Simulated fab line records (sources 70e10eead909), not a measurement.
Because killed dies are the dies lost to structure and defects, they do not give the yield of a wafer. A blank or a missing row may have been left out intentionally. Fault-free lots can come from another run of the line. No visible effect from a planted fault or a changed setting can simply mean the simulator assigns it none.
fab line records	flow nand-harc
record lots=24	wafers=72	last-day=25
route steps=1159 shown P_GATE@185 P_M0@266 P_M1@303
lots that met no fault: from a run of the same line without faults
start-h: start of the lot's first displayed wafer, in hours after the record's first day	wait-h: hours from the lot's prior step to this one	" repeats the value in the row above	L1.1+2: a single row standing in for several wafers	- value missing, or start not given	* or withheld: withheld	< > ~ a bound
route shown NAME@n: a module of which the file shows steps, and the number in the route of the first	usual: the fault-free wafers' mean and standard deviation	same: alike in all rows	chamber/n: place in a boat	sites: per-site readings	_std_site: the values' standard deviation	_edge_site: outer sites' mean less inner sites'	radius-mm: for every site, how far away it sits from the centre of the wafer	mask NAME#n: copy n	behind: the most recent tool/chamber to have shaped the wafer	hold: why the lot was held/for how many hours/how that ended	device: the transistor (n, p or np) that didn't switch	end of line: tests of these same wafers at the route's end	a step without rows: its recipe alone	killed: dies lost to structure and defects at the first sort, not the wafer's yield	map: the dies of a wafer, with x for killed, . for not killed, _ for no die there
set.NAME: the setting that was run; set.NAME@STEP: the one run at that earlier step	model.NAME: the simulator's own value behind a step, which no gauge read
route steps across a sampled set of lots; one table per step, one row per wafer
services: the hour from which a tool's chamber was out of use, counted from the record's first day as start-h (under 0 if before that day), plus the number of hours and why
## steps
# step NHARC_P_GATE_CD_MEAS_59
# recipe target-cd-nm=720	landing-energy-ev=500
# usual cd-nm=720.2/1.7
lot.wafer	tool	chamber	start-h	wait-h	cd-nm
L074.1	cd-sem-02	0	106.06	-	720.7
L074.3	"	0	"	"	724.2
L074.4	"	0	"	"	720.2
L076.1	cd-sem-03	0	112.64	-	716.3
L076.2	"	0	"	"	719.8
L076.5	"	0	"	"	719.5
L075.2	cd-sem-01	0	113.16	-	717.9
L075.5	"	0	"	"	718.3
L075.6	"	0	"	"	719.5
L077.1	cd-sem-03	0	118.73	-	720.7
L077.5	"	0	"	"	718.2
L077.6	"	0	"	"	721.3
L078.1	cd-sem-01	0	130.71	-	720.2
L078.4	"	0	"	"	721.9
L078.5	"	0	"	"	723.3
L079.1	cd-sem-01	0	133.37	-	722.2
L079.3	"	0	"	"	717.7
L079.5	"	0	"	"	717.6
L081.1	cd-sem-03	0	138.04	-	718.9
L081.2	"	0	"	"	718.9
L081.4	"	0	"	"	719.5
L080.4	cd-sem-01	0	138.45	-	721.5
L080.5	"	0	"	"	720.5
L080.6	"	0	"	"	717.8
L083.1	cd-sem-01	0	155.07	-	719.8
L083.4	"	0	"	"	719.1
L083.5	"	0	"	"	721.3
L082.2	cd-sem-01	0	155.29	-	719.4
L082.5	"	0	"	"	720.1
L082.6	"	0	"	"	720.3
L085.2	cd-sem-03	0	164.23	-	718.4
L085.3	"	0	"	"	720.6
L085.6	"	0	"	"	719.1
L084.1	cd-sem-03	0	164.87	-	718.7
L084.3	"	0	"	"	717.1
L084.6	"	0	"	"	715.3
L086.2	cd-sem-02	0	180.11	-	723.0
L086.3	"	0	"	"	721.8
L086.4	"	0	"	"	721.2
L087.2	cd-sem-01	0	180.27	-	722.6
L087.4	"	0	"	"	718.1
L087.5	"	0	"	"	719.0
L088.3	cd-sem-01	0	189.76	-	719.6
L088.5	"	0	"	"	719.3
L088.6	"	0	"	"	717.9
L089.1	cd-sem-01	0	197.44	-	721.1
L089.4	"	0	"	"	723.1
L089.6	"	0	"	"	718.8
L090.1	cd-sem-01	0	197.91	-	722.2
L090.3	"	0	"	"	721.3
L090.6	"	0	"	"	718.7
L091.4	cd-sem-03	0	206.66	-	719.6
L091.5	"	0	"	"	719.1
L091.6	"	0	"	"	723.0
L092.2	cd-sem-01	0	216.64	-	720.4
L092.5	"	0	"	"	722.8
L092.6	"	0	"	"	720.2
L093.1	cd-sem-01	0	218.46	-	719.6
L093.3	"	0	"	"	719.8
L093.5	"	0	"	"	719.2
L094.2	cd-sem-02	0	224.41	-	719.3
L094.3	"	0	"	"	721.6
L094.4	"	0	"	"	722.1
L095.1	cd-sem-01	0	229.72	-	722.1
L095.2	"	0	"	"	721.6
L095.6	"	0	"	"	722.1
L096.4	cd-sem-02	0	235.61	-	718.5
L096.5	"	0	"	"	720.1
L096.6	"	0	"	"	720.2
L097.2	cd-sem-02	0	249.26	-	720.2
L097.5	"	0	"	"	717.4
L097.6	"	0	"	"	719.5
# step NHARC_P_M0_DESCUM_14
# recipe time-s=3	o2-flow-sccm=200	ar-flow-sccm=0	bias-power-w=0	chemistry=O2
# usual drypump-motor-current-A=5.8/0.57	o2-flow-sccm=199.9/0.58	oes-product-au=1.001/0.0098	rf-vpp-V=57.8/0.81	showerhead-plenum-p-Torr=1.94/0.055	throttle-valve-pct=11.310/0.0091
lot.wafer	tool	chamber	start-h	wait-h	drypump-motor-current-A	o2-flow-sccm	oes-product-au	rf-hours-counter-h	rf-vpp-V	showerhead-plenum-p-Torr	throttle-valve-pct
L074.1	rie-diel-11	3	125.84	0.1	5.8	200.3	0.999	7	58.2	1.97	11.305
L074.3	"	0	"	"	6.0	200.7	0.997	8	57.9	1.98	11.315
L074.4	"	1	"	"	6.1	199.9	0.991	7	56.9	1.94	11.313
L076.2	rie-diel-13	2	129.70	0.1	6.5	199.9	1.009	1	58.4	1.85	11.312
L076.1	"	1	"	"	5.4	199.6	0.995	1	58.8	1.98	11.307
L076.5	"	3	"	"	4.8	199.9	1.004	-	57.9	2.00	11.317
L075.2	rie-diel-11	2	129.92	0.1	6.5	199.7	1.004	7	57.5	1.91	11.315
L075.5	"	0	"	"	6.0	199.6	0.991	-	57.1	1.98	11.318
L075.6	"	1	"	"	6.1	200.5	0.978	-	57.2	1.94	11.304
L077.1	rie-diel-13	1	134.80	0.1	5.4	199.4	1.000	2	58.1	1.98	11.294
L077.5	"	3	"	"	4.8	199.1	1.004	-	57.0	2.00	11.284
L077.6	"	0	"	"	5.3	199.6	1.010	-	58.0	1.95	11.310
L078.4	rie-diel-13	0	143.81	0.1	5.3	200.5	1.013	3	58.1	1.95	11.315
L078.1	"	2	"	"	6.5	199.5	1.013	2	57.6	1.85	11.318
L078.5	"	0	"	"	5.2	200.6	1.015	-	58.5	1.95	11.313
L079.1	rie-diel-11	1	144.42	0.2	6.1	200.8	0.992	9	57.3	1.94	11.305
L079.3	"	2	"	"	6.5	200.3	1.007	8	58.0	1.91	11.312
L079.5	"	1	"	"	6.1	200.2	0.987	-	58.0	1.94	11.310
L081.2	rie-diel-11	2	150.57	0.1	6.5	199.2	0.994	9	58.6	1.91	11.327
L081.1	"	3	"	"	5.8	200.5	0.994	9	58.6	1.97	11.325
L081.4	"	0	"	"	5.9	198.8	0.995	10	58.1	1.98	11.289
L080.4	rie-diel-13	3	150.86	0.1	4.8	199.7	1.008	3	58.0	2.00	11.317
L080.6	"	1	"	"	5.4	200.1	0.997	-	58.0	1.98	11.330
L080.5	"	2	"	"	6.5	198.8	1.021	-	56.6	1.85	11.315
L083.1	rie-diel-13	2	172.42	0.1	6.5	199.5	1.006	4	57.8	1.85	11.304
L083.4	"	0	"	"	5.2	199.7	0.995	5	56.9	1.95	11.308
L083.5	"	1	"	"	5.4	199.5	1.002	-	58.1	1.98	11.319
L082.2	rie-diel-13	0	172.99	0.1	5.2	200.3	0.997	5	57.9	1.95	11.317
L082.5	"	1	"	"	5.4	200.5	0.990	-	57.2	1.98	11.317
L082.6	"	2	"	"	6.5	199.1	0.999	-	58.9	1.85	11.307
L085.3	rie-diel-13	1	175.03	0.1	5.4	200.3	0.992	5	58.5	1.98	11.291
L085.2	"	0	"	"	5.2	199.8	1.005	6	56.8	1.95	11.302
L085.6	"	1	"	"	5.4	199.9	0.979	-	57.7	1.98	11.325
L084.1	rie-diel-13	0	176.21	0.1	5.3	200.4	1.006	6	58.1	1.95	11.305
L084.3	"	2	"	"	6.5	199.3	1.015	4	56.4	1.85	11.307
L084.6	"	2	"	"	6.5	199.7	1.012	-	56.5	1.85	11.303
L086.3	rie-diel-13	1	192.76	0.1	5.4	200.3	0.993	6	57.8	1.98	11.295
L086.4	"	2	"	"	6.5	200.2	1.010	6	57.4	1.85	11.296
L086.2	"	0	"	"	5.2	201.1	1.003	7	58.3	1.95	11.310
L087.2	rie-diel-11	1	193.27	0.1	6.1	200.0	0.999	12	59.2	1.93	11.314
L087.4	"	3	"	"	5.8	200.1	0.991	12	58.0	1.97	11.320
L087.5	"	2	"	"	6.5	199.7	1.002	-	58.0	1.91	11.298
L088.3	rie-diel-13	1	201.49	0.1	5.4	198.9	1.000	7	56.5	1.98	11.311
L088.6	"	2	"	"	6.5	200.7	1.009	-	57.5	1.85	11.312
L088.5	"	3	"	"	4.8	200.6	1.002	-	58.6	2.00	11.305
L089.4	rie-diel-01	2	211.12	0.1	5.9	200.1	0.990	6	57.3	1.99	11.295
L089.1	"	0	"	"	6.0	199.0	0.990	5	58.5	1.81	11.308
L089.6	"	1	"	"	6.1	199.8	1.018	-	57.6	2.04	11.321
L090.1	rie-diel-11	1	211.79	0.1	6.1	200.0	1.007	1	58.5	1.93	11.309
L090.3	"	2	"	"	6.5	199.9	1.019	1	56.9	1.91	11.313
L090.6	"	1	"	"	6.1	200.6	0.998	-	59.6	1.93	11.320
L091.4	rie-diel-01	1	224.17	0.1	6.1	199.8	1.012	5	57.7	2.04	11.315
L091.6	"	2	"	"	5.9	200.0	0.993	-	57.5	1.99	11.301
L091.5	"	3	"	"	5.6	198.9	0.995	-	56.7	1.95	11.317
L092.2	rie-diel-13	3	231.67	0.1	4.8	198.7	0.998	9	59.0	2.00	11.301
L092.5	"	0	"	"	5.2	200.8	1.013	-	60.0	1.95	11.319
L092.6	"	1	"	"	5.4	199.9	0.991	-	58.1	1.98	11.313
L093.3	rie-diel-11	2	232.07	0.1	6.6	200.7	1.010	1	56.7	1.91	11.310
L093.1	"	0	"	"	6.0	199.6	1.002	2	57.4	1.97	11.307
L093.5	"	2	"	"	6.5	200.1	1.012	-	56.8	1.91	11.319
L094.3	rie-diel-13	3	235.25	0.1	4.8	200.1	1.014	9	58.4	2.00	11.303
L094.2	"	0	"	"	5.3	199.0	1.015	10	57.1	1.95	11.305
L094.4	"	1	"	"	5.4	200.7	1.002	9	57.4	1.98	11.327
L095.2	rie-diel-13	3	240.82	0.1	4.8	199.2	0.997	9	58.4	2.00	11.300
L095.1	"	0	"	"	5.3	198.9	1.001	10	58.1	1.95	11.312
L095.6	"	0	"	"	5.3	199.8	1.001	-	57.2	1.95	11.309
L096.4	rie-diel-11	0	246.53	0.1	6.0	199.5	1.000	3	58.8	1.97	11.319
L096.6	"	0	"	"	6.0	200.0	1.001	-	59.0	1.97	11.323
L096.5	"	1	"	"	6.1	201.0	0.985	-	58.4	1.93	11.316
L097.2	rie-diel-01	1	264.49	0.1	6.1	200.2	1.020	7	58.1	2.04	11.314
L097.5	"	3	"	"	5.6	200.2	1.001	-	57.9	1.95	11.304
L097.6	"	0	"	"	6.1	200.7	1.007	-	57.8	1.81	11.317
# step NHARC_P_M0_DEGAS_28
# recipe temp-c=250	time-s=60
# usual heater-power-w=324/34
lot.wafer	tool	chamber	start-h	wait-h	heater-power-w
L074.4	pvd-sputter-03	-	126.76	-	301
L074.3	"	-	"	"	330
L074.1	"	-	"	"	273
L076.2	pvd-sputter-01	-	130.62	-	382
L076.1	"	-	"	"	310
L076.5	"	-	"	"	304
L075.2	pvd-sputter-01	-	130.82	-	387
L075.6	"	-	"	"	380
L075.5	"	-	"	"	310
L077.1	pvd-sputter-01	-	135.73	-	344
L077.6	"	-	"	"	383
L077.5	"	-	"	"	301
L078.4	pvd-sputter-01	-	144.73	-	375
L078.1	"	-	"	"	304
L078.5	"	-	"	"	380
L079.3	pvd-sputter-01	-	145.34	-	379
L079.1	"	-	"	"	307
L079.5	"	-	"	"	297
L081.2	pvd-sputter-02	-	151.53	-	318
L081.1	"	-	"	"	313
L081.4	"	-	"	"	371
L080.4	pvd-sputter-03	-	151.77	-	295
L080.5	"	-	"	"	300
L080.6	"	-	"	"	338
L083.4	pvd-sputter-03	-	173.33	-	279
L083.1	"	-	"	"	292
L083.5	"	-	"	"	305
L082.2	pvd-sputter-02	-	173.89	-	369
L082.6	"	-	"	"	321
L082.5	"	-	"	"	377
L085.2	pvd-sputter-03	-	175.94	-	319
L085.3	"	-	"	"	272
L085.6	"	-	"	"	324
L084.1	pvd-sputter-03	-	177.18	-	336
L084.3	"	-	"	"	274
L084.6	"	-	"	"	337
L086.2	pvd-sputter-03	-	193.68	-	331
L086.4	"	-	"	"	321
L086.3	"	-	"	"	283
L087.4	pvd-sputter-02	-	194.20	-	319
L087.2	"	-	"	"	352
L087.5	"	-	"	"	315
L088.3	pvd-sputter-03	-	202.40	-	299
L088.5	"	-	"	"	329
L088.6	"	-	"	"	318
L089.4	pvd-sputter-01	-	212.03	-	315
L089.1	"	-	"	"	339
L089.6	"	-	"	"	316
L090.3	pvd-sputter-02	-	212.71	-	319
L090.1	"	-	"	"	379
L090.6	"	-	"	"	308
L091.4	pvd-sputter-01	-	225.07	-	277
L091.6	"	-	"	"	319
L091.5	"	-	"	"	278
L092.2	pvd-sputter-01	-	232.63	-	282
L092.6	"	-	"	"	335
L092.5	"	-	"	"	383
L093.1	pvd-sputter-01	-	232.99	-	269
L093.3	"	-	"	"	332
L093.5	"	-	"	"	279
L094.3	pvd-sputter-02	-	236.17	-	340
L094.4	"	-	"	"	322
L094.2	"	-	"	"	369
L095.2	pvd-sputter-01	-	241.74	-	274
L095.1	"	-	"	"	313
L095.6	"	-	"	"	337
L096.4	pvd-sputter-01	-	247.52	-	274
L096.6	"	-	"	"	314
L096.5	"	-	"	"	275
L097.2	pvd-sputter-01	-	265.47	-	338
L097.6	"	-	"	"	375
L097.5	"	-	"	"	306
# step NHARC_P_M0_PRE_CLEAN_29
# recipe time-s=30	temp-c=280	gas=H2/He
# usual heater-power-w=396/42
lot.wafer	tool	chamber	start-h	wait-h	heater-power-w
L074.3	pvd-sputter-03	-	-	-	417
L074.1	"	-	"	"	387
L074.4	"	-	"	"	345
L076.2	pvd-sputter-01	-	-	-	485
L076.1	"	-	"	"	389
L076.5	"	-	"	"	431
L075.2	pvd-sputter-01	-	-	-	420
L075.6	"	-	"	"	346
L075.5	"	-	"	"	410
L077.1	pvd-sputter-01	-	-	-	374
L077.6	"	-	"	"	430
L077.5	"	-	"	"	483
L078.1	pvd-sputter-01	-	-	-	472
L078.4	"	-	"	"	331
L078.5	"	-	"	"	458
L079.3	pvd-sputter-01	-	-	-	337
L079.1	"	-	"	"	470
L079.5	"	-	"	"	345
L081.2	pvd-sputter-02	-	-	-	450
L081.1	"	-	"	"	393
L081.4	"	-	"	"	386
L080.4	pvd-sputter-03	-	-	-	401
L080.6	"	-	"	"	398
L080.5	"	-	"	"	338
L083.1	pvd-sputter-03	-	-	-	402
L083.4	"	-	"	"	399
L083.5	"	-	"	"	366
L082.2	pvd-sputter-02	-	-	-	459
L082.6	"	-	"	"	387
L082.5	"	-	"	"	391
L085.2	pvd-sputter-03	-	-	-	345
L085.3	"	-	"	"	356
L085.6	"	-	"	"	396
L084.1	pvd-sputter-03	-	-	-	355
L084.3	"	-	"	"	391
L084.6	"	-	"	"	346
L086.2	pvd-sputter-03	-	-	-	363
L086.3	"	-	"	"	414
L086.4	"	-	"	"	391
L087.2	pvd-sputter-02	-	-	-	402
L087.4	"	-	"	"	441
L087.5	"	-	"	"	398
L088.3	pvd-sputter-03	-	-	-	344
L088.5	"	-	"	"	403
L088.6	"	-	"	"	399
L089.1	pvd-sputter-01	-	-	-	473
L089.4	"	-	"	"	336
L089.6	"	-	"	"	406
L090.3	pvd-sputter-02	-	-	-	385
L090.1	"	-	"	"	453
L090.6	"	-	"	"	382
L091.4	pvd-sputter-01	-	-	-	373
L091.6	"	-	"	"	382
L091.5	"	-	"	"	335
L092.2	pvd-sputter-01	-	-	-	420
L092.6	"	-	"	"	477
L092.5	"	-	"	"	383
L093.3	pvd-sputter-01	-	-	-	385
L093.1	"	-	"	"	339
L093.5	"	-	"	"	337
L094.2	pvd-sputter-02	-	-	-	420
L094.3	"	-	"	"	396
L094.4	"	-	"	"	455
L095.2	pvd-sputter-01	-	-	-	403
L095.1	"	-	"	"	478
L095.6	"	-	"	"	475
L096.4	pvd-sputter-01	-	-	-	478
L096.6	"	-	"	"	342
L096.5	"	-	"	"	413
L097.2	pvd-sputter-01	-	-	-	371
L097.5	"	-	"	"	382
L097.6	"	-	"	"	335
# step NHARC_P_M0_INSPECT_27
# usual raw-defect-count=297/140
lot.wafer	tool	chamber	start-h	wait-h	raw-defect-count
L074.1	defect-inspect-02	-	128.33	0.0	116
L074.3	"	-	"	"	214
L074.4	"	-	"	"	187
L076.1	defect-inspect-01	-	132.20	0.0	291
L076.2	"	-	"	"	230
L076.5	"	-	"	"	197
L075.2	defect-inspect-01	-	132.52	0.0	184
L075.5	"	-	"	"	156
L075.6	"	-	"	"	154
L077.1	defect-inspect-01	-	137.38	0.1	474
L077.5	"	-	"	"	348
L077.6	"	-	"	"	780
L078.1	defect-inspect-02	-	146.29	0.0	493
L078.4	"	-	"	"	447
L078.5	"	-	"	"	543
L079.1	defect-inspect-02	-	146.91	0.0	226
L079.3	"	-	"	"	377
L079.5	"	-	"	"	210
L081.1	defect-inspect-02	-	153.11	0.0	283
L081.2	"	-	"	"	314
L081.4	"	-	"	"	310
L080.4	defect-inspect-01	-	153.35	0.0	350
L080.5	"	-	"	"	512
L080.6	"	-	"	"	860
L083.1	defect-inspect-02	-	174.88	0.0	172
L083.4	"	-	"	"	257
L083.5	"	-	"	"	324
L082.2	defect-inspect-02	-	175.44	0.0	345
L082.5	"	-	"	"	162
L082.6	"	-	"	"	179
L085.2	defect-inspect-02	-	177.50	0.0	305
L085.3	"	-	"	"	195
L085.6	"	-	"	"	181
L084.1	defect-inspect-02	-	178.73	0.0	288
L084.3	"	-	"	"	238
L084.6	"	-	"	"	719
L086.2	defect-inspect-02	-	195.23	0.0	392
L086.3	"	-	"	"	393
L086.4	"	-	"	"	313
L087.2	defect-inspect-01	-	195.75	0.0	314
L087.4	"	-	"	"	204
L087.5	"	-	"	"	219
L088.3	defect-inspect-02	-	203.97	0.0	222
L088.5	"	-	"	"	250
L088.6	"	-	"	"	267
L089.1	defect-inspect-01	-	213.58	0.0	254
L089.4	"	-	"	"	222
L089.6	"	-	"	"	303
L090.1	defect-inspect-02	-	214.25	0.0	257
L090.3	"	-	"	"	284
L090.6	"	-	"	"	428
L091.4	defect-inspect-02	-	226.62	0.0	175
L091.5	"	-	"	"	232
L091.6	"	-	"	"	213
L092.2	defect-inspect-02	-	234.24	0.0	584
L092.5	"	-	"	"	310
L092.6	"	-	"	"	264
L093.1	defect-inspect-01	-	234.57	0.0	153
L093.3	"	-	"	"	163
L093.5	"	-	"	"	165
L094.2	defect-inspect-01	-	237.74	0.0	404
L094.3	"	-	"	"	220
L094.4	"	-	"	"	246
L095.1	defect-inspect-01	-	243.47	0.0	169
L095.2	"	-	"	"	144
L095.6	"	-	"	"	210
L096.4	defect-inspect-01	-	249.26	0.0	363
L096.5	"	-	"	"	298
L096.6	"	-	"	"	439
L097.2	defect-inspect-02	-	267.01	0.0	293
L097.5	"	-	"	"	165
L097.6	"	-	"	"	358
# step NHARC_P_M1_ETCH_28
# recipe target-depth-a=300	over-etch-frac=0.3	time-s=72.99	ion-energy-ev=150	cf4-flow-sccm=50	n2-flow-sccm=100	ar-flow-sccm=150	rf-w=300	bias-w=100	chemistry=CF4/N2
# usual cf4-flow-sccm=50.01/0.16	drypump-motor-current-A=5.7/0.46	oes-product-au=0.999/0.01	rf-fwd-power-W=297.7/1	rf-vpp-V=315.3/1.6	showerhead-plenum-p-Torr=2.69/0.076	throttle-valve-pct=19.793/0.0095
lot.wafer	tool	chamber	start-h	wait-h	cf4-flow-sccm	drypump-motor-current-A	oes-product-au	rf-fwd-power-W	rf-hours-counter-h	rf-vpp-V	showerhead-plenum-p-Torr	throttle-valve-pct
L074.4	rie-diel-04	1	-	-	50.08	6.4	1.006	298.5	0.3	313.6	2.60	19.806
L074.1	"	2	"	"	49.91	4.9	0.994	297.0	0.4	315.5	2.76	19.807
L074.3	"	3	"	"	49.89	5.3	1.007	298.5	0.4	315.7	2.77	19.769
L076.2	rie-diel-04	0	-	-	49.96	6.1	0.996	297.3	0.5	313.1	2.57	19.805
L076.1	"	1	"	"	49.94	6.4	0.988	298.0	0.5	313.5	2.60	19.798
L076.5	"	1	"	"	50.07	6.4	0.992	297.7	-	313.9	2.60	19.795
L075.2	rie-diel-07	0	-	-	49.96	5.4	0.991	298.7	6.3	314.5	2.67	19.799
L075.6	"	1	"	"	50.07	5.2	1.001	296.6	-	318.3	2.81	19.809
L075.5	"	2	"	"	50.06	5.6	1.002	296.1	-	315.1	2.68	19.807
L077.1	rie-diel-08	0	-	-	50.01	5.5	0.979	297.9	0.3	318.8	2.80	19.786
L077.6	"	1	"	"	50.06	5.8	0.993	298.3	-	316.2	2.73	19.813
L077.5	"	2	"	"	49.81	5.3	0.998	298.4	-	315.8	2.71	19.804
L078.1	rie-diel-08	2	-	-	49.92	5.3	1.006	297.9	1.3	314.9	2.71	19.807
L078.4	"	3	"	"	50.11	6.2	0.998	297.8	1.0	315.3	2.68	19.793
L078.5	"	1	"	"	50.05	5.8	0.999	298.4	-	315.8	2.73	19.801
L079.3	rie-diel-04	3	-	-	49.90	5.3	1.010	298.4	0.9	319.0	2.77	19.794
L079.1	"	2	"	"	50.07	4.9	0.990	297.1	0.9	317.6	2.76	19.810
L079.5	"	3	"	"	49.93	5.3	1.020	296.7	-	314.1	2.77	19.792
L081.4	rie-diel-04	3	-	-	49.83	5.3	1.014	298.4	1.2	316.5	2.77	19.792
L081.2	"	0	"	"	50.02	6.1	1.010	298.5	1.1	312.9	2.57	19.798
L081.1	"	1	"	"	49.97	6.4	1.000	297.1	1.1	313.6	2.60	19.793
L080.4	rie-diel-07	2	-	-	49.79	5.6	1.004	295.9	7.9	315.8	2.68	19.789
L080.5	"	3	"	"	50.12	6.3	0.996	298.1	-	313.1	2.63	19.780
L080.6	"	0	"	"	49.99	5.4	0.987	299.6	-	313.5	2.66	19.823
L083.4	rie-diel-08	0	-	-	49.83	5.5	0.978	297.5	2.5	316.3	2.80	19.781
L083.1	"	1	"	"	50.18	5.8	0.995	297.7	1.9	314.6	2.73	19.788
L083.5	"	1	"	"	49.91	5.8	1.011	298.9	-	314.8	2.73	19.802
L082.2	rie-diel-04	0	-	-	49.96	6.1	0.996	298.0	1.5	313.6	2.57	19.796
L082.5	"	0	"	"	49.90	6.1	0.988	298.5	-	314.2	2.57	19.806
L082.6	"	1	"	"	50.00	6.4	0.997	297.1	-	312.9	2.59	19.790
L085.2	rie-diel-07	3	-	-	49.97	6.3	0.996	297.2	9.6	313.1	2.63	19.798
L085.3	"	1	"	"	50.10	5.2	0.997	299.1	8.4	318.6	2.81	19.798
L085.6	"	3	"	"	49.90	6.4	1.006	297.0	-	312.8	2.63	19.768
L084.3	rie-diel-08	2	-	-	49.60	5.3	1.015	298.7	2.8	316.2	2.71	19.793
L084.1	"	0	"	"	50.06	5.5	0.978	297.6	2.8	316.9	2.80	19.798
L084.6	"	3	"	"	50.02	6.2	0.995	297.3	-	314.6	2.68	19.786
L086.4	rie-diel-04	0	-	-	50.04	6.1	0.991	297.0	2.0	313.6	2.57	19.783
L086.3	"	1	"	"	49.75	6.4	0.997	298.9	2.0	313.0	2.59	19.805
L086.2	"	3	"	"	49.97	5.4	1.008	298.7	2.0	316.1	2.77	19.789
L087.2	rie-diel-04	3	-	-	50.11	5.3	1.008	298.7	2.1	317.3	2.77	19.792
L087.4	"	1	"	"	49.93	6.4	0.995	296.2	2.1	312.9	2.59	19.785
L087.5	"	3	"	"	49.87	5.3	1.007	298.5	-	317.1	2.77	19.799
L088.3	rie-diel-04	1	-	-	50.11	6.4	0.986	298.8	2.4	313.2	2.59	19.788
L088.5	"	2	"	"	49.98	4.9	0.980	296.6	-	317.0	2.76	19.793
L088.6	"	3	"	"	50.27	5.4	1.003	298.6	-	315.9	2.77	19.802
L089.1	rie-diel-08	3	-	-	49.99	6.2	1.007	296.5	5.5	314.6	2.68	19.787
L089.4	"	1	"	"	50.37	5.8	0.992	299.1	5.7	317.0	2.73	19.784
L089.6	"	0	"	"	49.91	5.5	0.977	299.0	-	316.6	2.80	19.786
L090.3	rie-diel-08	1	-	-	49.85	5.8	1.006	297.7	5.8	314.9	2.73	19.804
L090.1	"	2	"	"	50.13	5.3	1.014	297.7	5.8	315.8	2.71	19.777
L090.6	"	2	"	"	49.85	5.3	1.011	297.9	-	315.2	2.71	19.803
L091.4	rie-diel-04	2	-	-	50.03	4.9	0.985	298.1	2.8	316.2	2.76	19.786
L091.6	"	3	"	"	49.82	5.3	1.009	297.8	-	316.8	2.77	19.793
L091.5	"	0	"	"	50.24	6.1	0.995	299.3	-	312.2	2.57	19.789
L092.2	rie-diel-08	1	-	-	50.06	5.8	1.008	298.6	6.8	316.6	2.73	19.774
L092.5	"	1	"	"	50.34	5.8	0.992	298.0	-	315.7	2.73	19.791
L092.6	"	2	"	"	50.22	5.3	1.003	298.7	-	315.1	2.70	19.793
L093.3	rie-diel-04	0	-	-	50.02	6.0	1.003	298.4	3.1	314.0	2.57	19.796
L093.1	"	2	"	"	49.92	4.9	0.988	296.6	3.1	317.4	2.76	19.797
L093.5	"	1	"	"	50.33	6.4	1.005	297.5	-	313.7	2.59	19.790
L094.4	rie-diel-07	3	-	-	50.09	6.3	1.013	296.7	0.1	312.1	2.63	19.804
L094.3	"	0	"	"	50.21	5.4	0.999	298.4	0.1	315.4	2.66	19.806
L094.2	"	1	"	"	49.95	5.2	0.997	297.8	0.0	317.9	2.80	19.787
L095.1	rie-diel-08	2	-	-	50.16	5.3	1.008	296.8	7.3	318.1	2.70	19.783
L095.2	"	0	"	"	49.81	5.5	0.983	299.6	7.1	317.0	2.80	19.794
L095.6	"	1	"	"	50.12	5.9	1.011	296.1	-	316.7	2.73	19.804
L096.4	rie-diel-07	3	-	-	50.00	6.4	1.006	296.2	0.9	313.2	2.63	19.783
L096.6	"	2	"	"	50.12	5.6	0.994	296.5	-	316.2	2.68	19.795
L096.5	"	3	"	"	49.88	6.3	1.015	296.6	-	314.0	2.63	19.787
L097.2	rie-diel-08	1	-	-	49.98	5.8	1.016	297.2	9.1	316.0	2.73	19.796
L097.6	"	3	"	"	49.87	6.2	0.999	297.6	-	314.5	2.68	19.792
L097.5	"	0	"	"	50.14	5.5	0.986	298.1	-	315.8	2.80	19.777
## services
tool	chamber	start-h	hours	kind
pvd-sputter-03	-	102.00	10.0	pm
rie-diel-04	1	105.32	1.3	repair
rie-diel-04	-	111.90	9.0	pm
rie-diel-08	-	124.80	9.0	pm
pvd-sputter-03	-	130.64	9.9	repair
rie-diel-13	3	154.56	5.8	repair
pvd-sputter-01	-	158.00	10.0	pm
rie-diel-13	2	158.65	5.3	repair
rie-diel-08	1	167.63	7.8	repair
pvd-sputter-03	-	169.42	2.5	repair
rie-diel-08	-	174.69	0.3	repair
rie-diel-13	1	176.02	7.0	repair
rie-diel-11	2	177.87	12.9	repair
pvd-sputter-02	-	181.17	4.7	repair
rie-diel-11	-	193.55	9.0	pm
rie-diel-08	2	205.30	2.0	repair
pvd-sputter-02	-	214.00	10.0	pm
rie-diel-07	-	214.35	0.5	repair
rie-diel-07	2	218.54	6.2	repair
rie-diel-07	-	228.87	9.0	pm
rie-diel-08	-	243.84	1.2	repair
pvd-sputter-01	-	252.47	1.9	repair
rie-diel-04	1	260.05	3.1	repair
rie-diel-04	0	264.88	18.9	repair
## key
fault none
